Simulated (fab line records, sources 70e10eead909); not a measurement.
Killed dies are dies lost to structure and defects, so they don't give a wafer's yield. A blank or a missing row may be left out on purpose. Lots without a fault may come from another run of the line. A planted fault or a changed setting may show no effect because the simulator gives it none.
Chamber matching | flow nand_harc | NHARC_A_STAIRCASE_ALD_420 on ald_hk-02: 4 sister chambers
The step deposits SiO2, target thk 20 nm, pulse time 6 s, ald cycles 200. 16 wafers are shown with their chamber, then 8 later ones without.

WAFERS WITH THEIR CHAMBER
wafer  | chamber | heater_power_w (W) | precursor_pulse_height_rel
L119.1 | 1       | 513                | 0.947
L119.3 | 0       | 481                | 1.011
L119.6 | 0       | 505                | 1.027
L122.2 | 2       | 478                | 1.009
L122.3 | 3       | 394                | 0.999
L122.4 | 1       | 500                | 0.979
L124.4 | 3       | 389                | 1.002
L124.5 | 3       | 387                | 0.997
L124.6 | 0       | 504                | 0.993
L129.2 | 2       | 488                | 1.025
L129.3 | 3       | 388                | 1.005
L129.4 | 0       | 518                | 0.996
L130.1 | 2       | 481                | 1.004
L130.3 | 0       | 499                | 0.998
L130.5 | 2       | 482                | 1.045
L133.1 | 3       | 392                | 0.997

SIGNATURES (means of the wafers above)
reading                    | chamber 0 | chamber 1 | chamber 2 | chamber 3 | scatter within a chamber
heater_power_w             | 501.40    | 506.50    | 482.25    | 390.00    | 8.6
precursor_pulse_height_rel | 1.00500   | 0.96300   | 1.02075   | 1.00000   | 0.0141
Rule: a wafer's distance from a chamber is the root of the sum, over the readings, of the square of ((its reading less the chamber's mean) divided by the reading's scatter). The wafer belongs to the nearest chamber; if the next one is less than 2 further off, it can't be placed. The scatter: the root of (the sum of the squares of (reading less its chamber's mean) over the shown wafers, divided by (wafers less chambers)).

WAFERS WITHOUT THEIR CHAMBER
wafer  | heater_power_w (W) | precursor_pulse_height_rel
L133.3 | 508                | 1.029
L133.6 | 486                | 0.983
L135.2 | 518                | 0.979
L135.3 | 501                | 0.984
L135.5 | 511                | 0.996
L136.4 | 500                | 1.009
L136.5 | 483                | 0.984
L136.6 | 503                | 1.000

WHICH CHAMBER EACH WENT THROUGH
wafer  | from the rows above          | in truth
L133.3 | can't be placed: 0 or 2      | 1
L133.6 | can't be placed: 0 or 2 or 1 | 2
L135.2 | can't be placed: 1 or 0      | 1
L135.3 | can't be placed: 0 or 1 or 2 | 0
L135.5 | can't be placed: 0 or 1      | 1
L136.4 | can't be placed: 0 or 2      | 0
L136.5 | can't be placed: 0 or 2 or 1 | 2
L136.6 | 0                            | 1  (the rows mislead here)
Placed correctly: 0 of 8. Can't be placed from these rows: 7 (the true chamber is among the candidates in 6). Placed wrongly: 1.
